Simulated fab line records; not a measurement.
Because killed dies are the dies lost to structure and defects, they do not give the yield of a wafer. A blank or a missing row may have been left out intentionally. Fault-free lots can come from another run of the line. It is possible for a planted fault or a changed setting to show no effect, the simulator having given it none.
fab line records ; flow n5-finfet
[record] lots = 10; wafers = 30; last-day = 17
route steps=1938 shown BEOL_M2@892 PASS1_CAP@1873 TV_LITHO@1886 PAD_METAL@1895 PASSIVATION@1936
lots that met no fault: from a run of the same line without faults
start-h: the number of hours between the record's first day and the start of the first shown wafer of the lot ; wait-h: hours since the lot's step before ; " the same as in the row above ; L1.1+2: a single row standing in for several wafers ; - no value, or no start given ; * or withheld: withheld ; < > ~ a bound
route shown NAME@n: a module of which the file shows steps, and the number in the route of the first ; usual: mean and standard deviation over wafers with no fault ; same: alike in all rows ; chamber/n: place in a boat ; sites: readings site by site ; _std_site: their standard deviation ; _edge_site: inner sites' mean taken away from outer sites' mean ; radius-mm: how far each site lies from the wafer's centre ; mask NAME#n: copy n ; behind: the last tool/chamber to shape the wafer ; hold: why the lot was held/for how many hours/how that ended ; device: transistor that didn't switch, given as n, p or np ; end of line: the tests these same wafers got at the end of their route ; a step given without rows: its recipe and nothing more ; killed: not the wafer's yield, but the dies lost to structure and defects at the first sort ; map: per-die view of a wafer (x killed, . not killed, _ where there is no die)
set.NAME: the setting that was run; set.NAME@STEP: the one run at that earlier step ; model.NAME: the simulator's own value behind a step, which no gauge read
steps of the route over a sample of lots; a table a step, a row a wafer
services: when a tool's chamber went out of use (start-h, in hours from the record's first day, below 0 if earlier), for how many hours, and the reason
[[steps]]
[step N5_BEOL_M2_STRIP_97]
[recipe] chemistry = N2/H2; time-s = 10; power-w = 450; temp-c = 40; pressure-mtorr = 20; rf-frequency-hz = 6e+07; bias-power-w = 7; n2-flow-sccm = 200; h2-flow-sccm = 200
[usual] drypump-motor-current-A = 5.8/0.43; n2-flow-sccm = 200.1/0.64; oes-product-au = 0.80/0.073; rf-vpp-V = 59.4/0.79; showerhead-plenum-p-Torr = 2.55/0.081; throttle-valve-pct = 23.7/0.39
lot.wafer;tool;chamber;start-h;wait-h;drypump-motor-current-A;n2-flow-sccm;oes-product-au;rf-hours-counter-h;rf-vpp-V;showerhead-plenum-p-Torr;throttle-valve-pct
L145.1;rie-diel-01;0;151.85;-;5.5;200.7;0.92;24;59.2;2.49;24.3
L145.3;rie-diel-01;2;151.85;-;5.9;199.6;0.74;178;60.9;2.64;24.1
L145.5;rie-diel-01;2;151.85;-;5.9;200.6;0.74;-;60.7;2.64;24.1
L146.1;rie-diel-01;0;181.73;-;5.5;199.2;0.88;35;58.7;2.49;24.3
L146.5;rie-diel-01;3;181.73;-;6.1;200.7;0.93;-;59.2;2.49;23.1
L146.6;rie-diel-01;2;181.73;-;5.9;199.3;0.73;-;59.9;2.64;24.1
L152.1;rie-diel-01;1;199.25;-;5.5;198.8;0.81;114;58.2;2.55;23.2
L152.2;rie-diel-01;2;199.25;-;5.8;199.8;0.73;194;59.6;2.64;24.1
L152.5;rie-diel-01;1;199.25;-;5.5;199.4;0.81;-;58.8;2.55;23.2
L154.2;rie-diel-01;1;214.72;-;5.5;200.1;0.80;120;60.2;2.55;23.3
L154.5;rie-diel-01;0;214.72;-;5.5;201.4;0.87;-;59.7;2.48;24.3
L154.6;rie-diel-01;3;214.72;-;6.1;200.0;0.91;-;59.9;2.49;23.1
L155.1;rie-diel-06;0;221.65;-;5.8;200.8;0.75;151;58.2;2.54;23.6
L155.3;rie-diel-06;3;221.65;-;5.4;199.5;0.83;100;60.2;2.56;23.5
L155.4;rie-diel-06;2;221.65;-;6.8;200.6;0.73;192;58.1;2.51;23.8
L159.1;rie-diel-01;2;233.94;-;5.9;200.1;0.71;206;58.4;2.63;24.2
L159.4;rie-diel-01;0;233.94;-;5.5;200.7;0.86;52;59.1;2.48;24.3
L159.5;rie-diel-01;0;233.94;-;5.5;200.9;0.85;-;60.5;2.48;24.3
L158.1;rie-diel-01;2;252.16;-;5.9;200.0;0.70;213;60.1;2.63;24.2
L158.4;rie-diel-01;1;252.16;-;5.5;200.4;0.78;132;59.3;2.55;23.3
L158.6;rie-diel-01;2;252.16;-;5.9;199.8;0.70;-;60.8;2.63;24.2
L160.1;rie-diel-01;0;259.86;-;5.5;200.0;0.85;62;60.1;2.48;24.3
L160.4;rie-diel-01;2;259.86;-;5.8;200.1;0.71;216;59.2;2.63;24.2
L160.5;rie-diel-01;0;259.86;-;5.5;200.7;0.85;-;60.0;2.48;24.3
L161.1;rie-diel-01;1;265.09;-;5.5;200.7;0.79;137;58.6;2.54;23.3
L161.4;rie-diel-01;2;265.09;-;5.9;199.8;0.71;217;59.5;2.63;24.2
L161.5;rie-diel-01;0;265.09;-;5.4;199.8;0.86;-;59.4;2.48;24.3
L165.1;rie-diel-01;0;275.32;-;5.5;200.2;0.84;68;59.5;2.47;24.3
L165.3;rie-diel-01;2;275.32;-;5.9;199.7;0.71;220;59.7;2.63;24.2
L165.5;rie-diel-01;0;275.32;-;5.5;200.0;0.84;-;58.2;2.47;24.3
[step N5_PASSIVATION_PECVD_55]
[recipe] material = SiO2; target-thk-a = 4000; temp-c = 400; precursor = SiH4/N2O; pressure-torr = 2.7; rf-w = 608; time-s = 22.5
[usual] heater-power-w = 616/89; showerhead-plenum-p-Torr = 8.17/0.14; susceptor-temp-C = 400.01/0.21; throttle-valve-pct = 52/3.7
lot.wafer;tool;chamber;start-h;wait-h;heater-power-w;showerhead-plenum-p-Torr;susceptor-temp-C;throttle-valve-pct
L145.1;pecvd-04;2;283.67;0.0;510;8.13;399.91;46
L145.3;pecvd-04;1;283.67;0.0;496;8.18;400.05;51
L145.5;pecvd-04;0;283.67;0.0;536;7.78;399.86;54
L146.1;pecvd-04;2;302.62;0.0;529;8.12;399.76;46
L146.5;pecvd-04;0;302.62;0.0;581;7.77;399.87;54
L146.6;pecvd-04;1;302.62;0.0;447;8.18;400.06;51
L152.1;pecvd-01;0;320.24;0.0;731;8.33;400.09;53
L152.2;pecvd-01;1;320.24;0.0;680;8.15;399.90;54
L152.5;pecvd-01;1;320.24;0.0;673;8.13;399.83;54
L154.2;pecvd-03;2;359.11;0.0;535;8.21;399.95;47
L154.5;pecvd-03;2;359.11;0.0;573;8.21;400.04;47
L154.6;pecvd-03;0;359.11;0.0;657;8.29;399.94;57
L155.1;pecvd-04;1;361.97;0.0;538;8.19;399.74;52
L155.3;pecvd-04;2;361.97;0.0;446;8.14;400.06;46
L155.4;pecvd-04;1;361.97;0.0;582;8.18;399.92;51
L159.1;pecvd-01;0;374.33;0.0;753;8.34;399.96;53
L159.4;pecvd-01;1;374.33;0.0;706;8.15;399.92;54
L159.5;pecvd-01;2;374.33;0.0;737;8.22;400.45;48
L158.1;pecvd-04;2;377.04;0.0;424;8.12;400.03;46
L158.4;pecvd-04;0;377.04;0.0;621;7.82;399.81;54
L158.6;pecvd-04;1;377.04;0.0;535;8.18;400.28;51
L161.1;pecvd-03;2;395.38;0.0;666;8.18;400.11;47
L161.4;pecvd-03;2;395.38;0.0;685;8.20;400.00;47
L161.5;pecvd-03;1;395.38;0.0;513;8.17;400.49;52
L160.1;pecvd-03;0;396.63;0.0;690;8.29;399.57;57
L160.4;pecvd-03;2;396.63;0.0;637;8.19;400.27;47
L160.5;pecvd-03;1;396.63;0.0;639;8.17;399.92;52
L165.1;pecvd-03;2;398.24;0.0;667;8.20;400.37;46
L165.3;pecvd-03;0;398.24;0.0;601;8.30;400.02;57
L165.5;pecvd-03;2;398.24;0.0;662;8.22;400.02;47
[step N5_PASSIVATION_DESCUM_12]
[recipe] chemistry = O2; time-s = 7.9; source-power-w = 50; bias-power-w = 20; pressure-mtorr = 20; rf-frequency-hz = 2.712e+07; temp-c = 40; o2-flow-sccm = 225
[usual] drypump-motor-current-A = 5.8/0.45; o2-flow-sccm = 225.0/0.63; oes-product-au = 0.79/0.1; rf-vpp-V = 243.3/1.4; showerhead-plenum-p-Torr = 2.09/0.072; throttle-valve-pct = 20.50/0.27
lot.wafer;tool;chamber;start-h;wait-h;drypump-motor-current-A;o2-flow-sccm;oes-product-au;rf-hours-counter-h;rf-vpp-V;showerhead-plenum-p-Torr;throttle-valve-pct
L145.1;rie-diel-04;3;284.49;0.1;5.6;225.3;0.95;17;244.6;2.23;20.46
L145.3;rie-diel-04;0;284.49;0.1;6.1;225.0;0.70;213;243.2;2.07;20.63
L145.5;rie-diel-04;1;284.49;0.1;6.6;226.1;0.74;-;241.1;1.99;20.61
L146.1;rie-diel-02;3;304.01;0.2;4.7;225.3;0.71;222;243.4;2.07;20.71
L146.5;rie-diel-02;1;304.01;0.2;5.9;224.7;0.87;-;245.5;2.21;20.03
L146.6;rie-diel-02;3;304.01;0.2;4.7;225.6;0.70;-;242.0;2.07;20.75
L152.1;rie-diel-05;3;321.21;0.1;5.6;225.6;0.69;232;241.9;2.06;20.99
L152.2;rie-diel-05;2;321.21;0.1;5.5;225.4;0.88;30;242.7;2.04;20.03
L152.5;rie-diel-05;0;321.21;0.1;5.4;225.4;0.67;-;243.1;2.05;20.62
L154.2;rie-diel-04;3;362.07;0.0;5.6;224.8;0.88;42;246.0;2.22;20.51
L154.5;rie-diel-04;0;362.07;0.0;6.1;225.3;0.67;-;242.4;2.07;20.66
L154.6;rie-diel-04;3;362.07;0.0;5.6;226.2;0.89;-;246.2;2.22;20.50
L155.1;rie-diel-05;2;364.70;0.2;5.5;225.0;0.85;50;242.1;2.03;20.08
L155.3;rie-diel-05;0;364.70;0.2;5.4;225.1;0.95;10;242.1;2.05;20.25
L155.4;rie-diel-05;0;364.70;0.2;5.4;225.2;0.95;-;242.7;2.05;20.25
L159.1;rie-diel-02;2;374.94;0.0;5.6;224.3;0.70;197;242.0;2.09;20.35
L159.4;rie-diel-02;0;374.94;0.0;6.0;223.8;0.93;17;242.7;2.05;20.52
L159.5;rie-diel-02;1;374.94;0.0;5.9;225.5;0.84;-;246.4;2.20;20.09
L158.1;rie-diel-04;1;379.19;0.0;6.6;224.2;0.71;222;241.6;1.99;20.68
L158.4;rie-diel-04;3;379.19;0.0;5.7;224.8;0.88;46;245.5;2.22;20.51
L158.6;rie-diel-04;3;379.19;0.0;5.6;225.8;0.89;-;244.6;2.22;20.49
L161.1;rie-diel-04;3;396.00;0.0;5.6;223.9;0.88;51;243.7;2.21;20.51
L161.4;rie-diel-04;2;396.00;0.0;5.5;224.6;0.70;234;244.2;2.16;20.61
L161.5;rie-diel-04;1;396.00;0.0;6.6;224.6;0.71;-;242.2;1.98;20.70
L160.1;rie-diel-04;0;397.26;0.0;6.1;225.9;0.67;247;242.7;2.06;20.70
L160.4;rie-diel-04;1;397.26;0.0;6.6;224.3;0.72;227;242.0;1.98;20.68
L160.5;rie-diel-04;3;397.26;0.0;5.7;223.8;0.88;-;244.3;2.21;20.52
L165.1;rie-diel-04;1;400.14;0.0;6.6;225.7;0.72;228;242.2;1.98;20.69
L165.3;rie-diel-04;3;400.14;0.0;5.7;225.4;0.88;53;245.9;2.21;20.51
L165.5;rie-diel-04;0;400.14;0.0;6.1;224.4;0.68;-;241.3;2.06;20.68
[step N5_PASSIVATION_SPUTTER_20]
[recipe] material = TaN; target-thk-a = 500; temp-c = 25; chamber-pressure-pa = 0.4
[usual] susceptor-temp-C = 24.98/0.12; throttle-valve-pct = 29.6/0.72
lot.wafer;tool;chamber;start-h;wait-h;susceptor-temp-C;throttle-valve-pct
L145.1;pvd-sputter-01;-;285.43;0.0;24.89;28.6
L145.3;pvd-sputter-01;-;285.43;0.0;24.88;29.8
L145.5;pvd-sputter-01;-;285.43;0.0;24.99;28.9
L146.1;pvd-sputter-02;-;304.67;0.0;25.11;29.9
L146.5;pvd-sputter-02;-;304.67;0.0;25.21;29.1
L146.6;pvd-sputter-02;-;304.67;0.0;24.96;29.7
L152.1;pvd-sputter-01;-;322.26;0.0;25.01;28.3
L152.2;pvd-sputter-01;-;322.26;0.0;24.96;30.6
L152.5;pvd-sputter-01;-;322.26;0.0;24.86;29.9
L154.2;pvd-sputter-01;-;363.48;0.0;24.90;30.6
L154.5;pvd-sputter-01;-;363.48;0.0;25.08;28.7
L154.6;pvd-sputter-01;-;363.48;0.0;25.05;30.0
L155.1;pvd-sputter-02;-;365.62;0.0;25.02;27.8
L155.3;pvd-sputter-02;-;365.62;0.0;24.87;29.5
L155.4;pvd-sputter-02;-;365.62;0.0;24.95;29.6
L159.1;pvd-sputter-01;-;376.00;0.0;24.82;30.5
L159.4;pvd-sputter-01;-;376.00;0.0;25.11;29.9
L159.5;pvd-sputter-01;-;376.00;0.0;25.14;29.7
L158.1;pvd-sputter-03;-;380.12;0.0;25.04;30.2
L158.4;pvd-sputter-03;-;380.12;0.0;24.97;29.9
L158.6;pvd-sputter-03;-;380.12;0.0;24.81;29.7
L161.1;pvd-sputter-03;-;396.72;0.0;25.06;28.6
L161.4;pvd-sputter-03;-;396.72;0.0;24.81;29.4
L161.5;pvd-sputter-03;-;396.72;0.0;25.02;29.0
L160.1;pvd-sputter-03;-;399.40;0.0;25.12;30.0
L160.4;pvd-sputter-03;-;399.40;0.0;25.15;29.8
L160.5;pvd-sputter-03;-;399.40;0.0;24.92;29.5
L165.1;pvd-sputter-01;-;400.88;0.0;25.10;29.8
L165.3;pvd-sputter-01;-;400.88;0.0;24.78;30.3
L165.5;pvd-sputter-01;-;400.88;0.0;24.89;29.7
[step N5_PASSIVATION_PROBE_49]
[usual] defect-limited-yield = 91.1/1.4; killed_at_M0_to_M3 = 33/10; killed_at_M4_up = 15/5.8; killed-at-contacts = 13/5.9; killed-at-front-end = 39/11; killed-at-other = 4/3.6; killed-dies = 105/16; killed-open = 68/11; killed-short = 34/7.8; sort_bin_5_function = 5.2/0.88; sort_bin_6_memory = 3.3/0.61; sort-n-pass = 1075/16; sort-yield-pct = 91.1/1.4
[same] gross-dies = 1180; killed-at-back-side = 0; sort_bin_4_leakage[%] = 0; sort_bin_8_speed[%] = 0
lot.wafer;tool;chamber;start-h;wait-h;defect-limited-yield[%];killed_at_M0_to_M3;killed_at_M4_up;killed-at-contacts;killed-at-front-end;killed-at-other;killed-dies;killed-open;killed-short;sort_bin_5_function[%];sort_bin_6_memory[%];sort-n-pass;sort-yield-pct[%]
L154.2;prober-02;-;369.48;0.1;92.5;36;19;5;26;3;89;57;30;4.7;2.6;1091;92.5
L154.5;prober-02;-;369.63;0.2;92.2;19;23;11;39;0;92;59;26;4.0;3.3;1088;92.2
L154.6;prober-02;-;369.68;0.3;90.3;47;14;14;39;0;114;76;35;6.1;3.2;1066;90.3
L161.1;prober-02;-;402.30;0.0;93.6;23;9;18;26;0;76;58;18;3.8;2.5;1104;93.6
L161.4;prober-02;-;402.45;0.2;92.6;21;18;12;34;2;87;52;32;3.9;3.2;1093;92.6
L161.5;prober-02;-;402.50;0.2;84.7;109;17;22;33;0;181;56;33;10.1;3.8;999;84.7
L160.1;prober-01;-;406.61;0.0;82.9;122;12;23;43;2;202;68;49;11.3;4.4;978;82.9
L160.4;prober-01;-;406.76;0.2;91.6;29;12;11;46;1;99;61;38;5.3;2.8;1081;91.6
L160.5;prober-01;-;406.81;0.2;83.6;130;8;24;30;2;194;70;29;10.4;4.5;986;83.6
L165.1;prober-01;-;408.41;0.0;86.9;118;3;5;23;5;154;36;26;8.9;3.4;1026;86.9
L165.3;prober-01;-;408.51;0.1;91.4;43;10;9;39;1;102;70;31;5.3;3.2;1078;91.4
L165.5;prober-01;-;408.61;0.2;84.8;136;8;3;32;0;179;55;22;9.6;4.6;1001;84.8
// killed by level:class
L154.2 FIN_SAQP:geometric-particle:open=8 BEOL_M3:geometric-particle:open=8 BEOL_M4:geometric-particle:open=8 BEOL_M0_SAQP:geometric-particle:short=7 MOL_CONTACT_COAG:geometric-particle:open=5 BEOL_M0:geometric-particle:open=5 FIN_SAQP:geometric-particle:short=4 BEOL_M2:geometric-particle:short=4
L154.5 BEOL_M4:geometric-particle:open=10 FIN_SAQP:geometric-particle:open=8 MOL_CONTACT_COAG:geometric-particle:open=8 FIN_SAQP:geometric-particle:short=6 DUMMY_GATE:geometric-particle:open=6 STARTING-WAFER:geometric-particle:short=5 BEOL_M3:geometric-particle:open=5 STI_FIN_REVEAL:geometric-particle:open=3
L154.6 MOL_CONTACT_COAG:geometric-particle:open=11 BEOL_M2:geometric-particle:open=10 FIN_SAQP:geometric-particle:open=7 BEOL_M1:geometric-particle:open=7 FIN_SAQP:geometric-particle:short=7 BEOL_M0:geometric-particle:open=7 STI_FIN_REVEAL:geometric-particle:open=6 BEOL_M3:geometric-particle:open=6
L161.1 MOL_CONTACT_COAG:geometric-particle:open=16 STI_FIN_REVEAL:geometric-particle:open=10 BEOL_M4:geometric-particle:open=5 BEOL_M0_SAQP:geometric-particle:open=5 BEOL_M2:geometric-particle:open=5 DUMMY_GATE:geometric-particle:open=4 GATE_CUT:geometric-particle:short=4 BEOL_M0_SAQP:geometric-particle:short=3
L161.4 FIN_SAQP:geometric-particle:short=11 STI_FIN_REVEAL:geometric-particle:open=9 FIN_SAQP:geometric-particle:open=7 MOL_CONTACT_COAG:geometric-particle:open=7 BEOL_M4:geometric-particle:open=6 BEOL_M1:geometric-particle:open=5 MOL_CONTACT_COAG:geometric-particle:short=5 BEOL_M0_SAQP:geometric-particle:open=5
L161.5 BEOL_M2:unspecified=90 MOL_CONTACT_COAG:geometric-particle:open=17 STI_FIN_REVEAL:geometric-particle:open=10 BEOL_M4:geometric-particle:short=8 FIN_SAQP:geometric-particle:short=7 GATE_CUT:geometric-particle:short=5 MOL_CONTACT_COAG:geometric-particle:short=5 BEOL_M0_SAQP:geometric-particle:open=5
L160.1 BEOL_M2:unspecified=85 MOL_CONTACT_COAG:geometric-particle:open=18 FIN_SAQP:geometric-particle:short=13 BEOL_M3:geometric-particle:open=9 BEOL_M2:geometric-particle:open=9 FIN_SAQP:geometric-particle:open=6 BEOL_M0_SAQP:geometric-particle:short=6 MOL_CONTACT_COAG:geometric-particle:short=5
L160.4 FIN_SAQP:geometric-particle:short=18 BEOL_M3:geometric-particle:open=14 FIN_SAQP:geometric-particle:open=9 MOL_CONTACT_COAG:geometric-particle:open=8 BEOL_M4:geometric-particle:open=8 DUMMY_GATE:geometric-particle:open=5 BEOL_M0_SAQP:geometric-particle:open=5 BEOL_M4:geometric-particle:short=4
L160.5 BEOL_M2:unspecified=95 MOL_CONTACT_COAG:geometric-particle:open=20 FIN_SAQP:geometric-particle:open=10 BEOL_M3:geometric-particle:open=10 FIN_SAQP:geometric-particle:short=7 BEOL_M1:geometric-particle:open=6 BEOL_M0_SAQP:geometric-particle:open=5 MOL_CONTACT_COAG:geometric-particle:short=4
L165.1 BEOL_M2:unspecified=91 BEOL_M2:geometric-particle:open=7 STI_FIN_REVEAL:geometric-particle:open=5 BEOL_M3:geometric-particle:open=5 FIN_SAQP:geometric-particle:open=4 BEOL_M0_SAQP:geometric-particle:open=4 BEOL_M1:geometric-particle:short=4 MOL_CONTACT_COAG:geometric-particle:open=3
L165.3 BEOL_M0_SAQP:geometric-particle:open=12 STI_FIN_REVEAL:geometric-particle:open=10 BEOL_M0_SAQP:geometric-particle:short=10 BEOL_M3:geometric-particle:open=8 MOL_CONTACT_COAG:geometric-particle:open=7 BEOL_M2:geometric-particle:open=5 ILD0:geometric-particle:open=5 DUMMY_GATE:geometric-particle:open=4
L165.5 BEOL_M2:unspecified=96 BEOL_M0_SAQP:geometric-particle:open=11 FIN_SAQP:geometric-particle:open=10 BEOL_M2:geometric-particle:open=7 BEOL_M0_SAQP:geometric-particle:short=5 BEOL_M2:geometric-particle:short=5 GATE_CUT:geometric-particle:open=4 BEOL_M1:geometric-particle:open=4
[[services]]
tool;chamber;start-h;hours;kind
rie-diel-02;-;139.51;0.9;repair
pecvd-01;0;148.21;20.6;repair
pvd-sputter-03;-;161.93;6.6;repair
pecvd-03;-;165.20;5.5;pm
pvd-sputter-02;-;185.64;12.6;repair
pecvd-03;2;188.00;18.4;repair
pecvd-01;2;196.46;8.4;repair
rie-diel-02;0;202.66;7.8;repair
pecvd-03;-;205.57;2.8;pm
rie-diel-02;2;206.69;6.6;repair
pecvd-04;-;229.84;4.3;pm
pecvd-04;-;236.77;3.5;repair
rie-diel-01;1;247.05;2.6;repair
pecvd-04;-;257.15;0.9;repair
rie-diel-02;3;267.45;4.0;repair
rie-diel-02;-;275.75;2.8;pm
pecvd-04;-;292.11;1.9;repair
pecvd-03;2;307.31;8.5;repair
pecvd-03;-;318.67;1.6;repair
pecvd-01;2;326.37;11.2;repair
pecvd-03;-;339.69;1.8;repair
pecvd-04;-;393.61;6.0;pm
pvd-sputter-01;-;397.33;2.9;repair
rie-diel-02;3;398.43;8.6;repair
[[key]]
[first-sign] step = N5_PASSIVATION_PROBE_49; reading = killed_at_M0_to_M3; direction = up; sigmas = 8.8; usual = 33; struck = 123
[effect] step = N5_PASSIVATION_PROBE_49; reading = defect-limited-yield; direction = down; sigmas = 4.8; usual = 91.1; struck = 84.6
[more-kills-born-at] N5_BEOL_M2_STRIP_97@rie-diel-01 = 457
met-at N5_BEOL_M2_STRIP_97
struck-lots L160,L161,L165
struck-wafers L160.1,L160.5,L161.5,L165.1,L165.5
not-acting-at N5_PASSIVATION_PECVD_55,N5_PASSIVATION_DESCUM_12,N5_PASSIVATION_SPUTTER_20
onset-between 233.94 259.86
[fault] kind = chamber-particle-source; tool = rie-diel-01; chamber = 0; onset-h = 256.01; steps = N5_BEOL_M2_STRIP_97; rate-per-visit-cm2 = 0.39736; end-h = 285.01
